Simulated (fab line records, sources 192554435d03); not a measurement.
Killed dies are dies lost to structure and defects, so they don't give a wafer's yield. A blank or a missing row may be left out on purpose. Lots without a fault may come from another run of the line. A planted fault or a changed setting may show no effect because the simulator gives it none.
Which tool did it? | flow n5_finfet | 12 lots, 36 wafers sampled, at 1 step of a route of 1938

WHAT THE GAUGES READ, wafer by wafer
N5_BEOL_M12_INSPECT_12: inspects for defects (macro).
lot  | measured     | on                | raw_defect_count
L075 | day 10 21:12 | defect_inspect-02 | 3 2 3
L076 | day 11 02:35 | defect_inspect-01 | 1 3 3
L079 | day 12 06:14 | defect_inspect-02 | 2 1 1
L082 | day 12 20:17 | defect_inspect-02 | 3 1 2
L083 | day 13 06:27 | defect_inspect-01 | 0 0 4
L085 | day 13 15:12 | defect_inspect-01 | 1 0 3
L087 | day 13 23:18 | defect_inspect-02 | 2 1 2
L089 | day 14 12:04 | defect_inspect-02 | 2 2 0
L092 | day 14 22:52 | defect_inspect-01 | 1 2 2
L093 | day 15 09:29 | defect_inspect-01 | 2 2 0
L095 | day 15 23:43 | defect_inspect-01 | 2 3 3
L097 | day 17 06:41 | defect_inspect-01 | 1 2 1

WHICH TOOL RAN EACH LOT (tool, then ch and the chambers of the sampled wafers, then the start)
The record holds no process step before these readings.

THE ANSWER, worked out from the rows above alone
Rule: what is usual is taken from the lots themselves. Put in order of their means at a reading, lots are off if they are a third of the lots or fewer, leave a main group of 4 or more, and stand apart from it by a gap of 3 or more times the standard deviation of the main group's means; of several such gaps the widest counts. A main group whose means are all the same, to the digits that the tables above print for the reading, isn't used. A lot without any number at a reading at which 4 lots or more have one is off too. The other lots that the step has rows for count as sound.
No lot is off at any reading shown: from this, nothing can be told.

WHAT THE SIMULATOR HAD PUT IN
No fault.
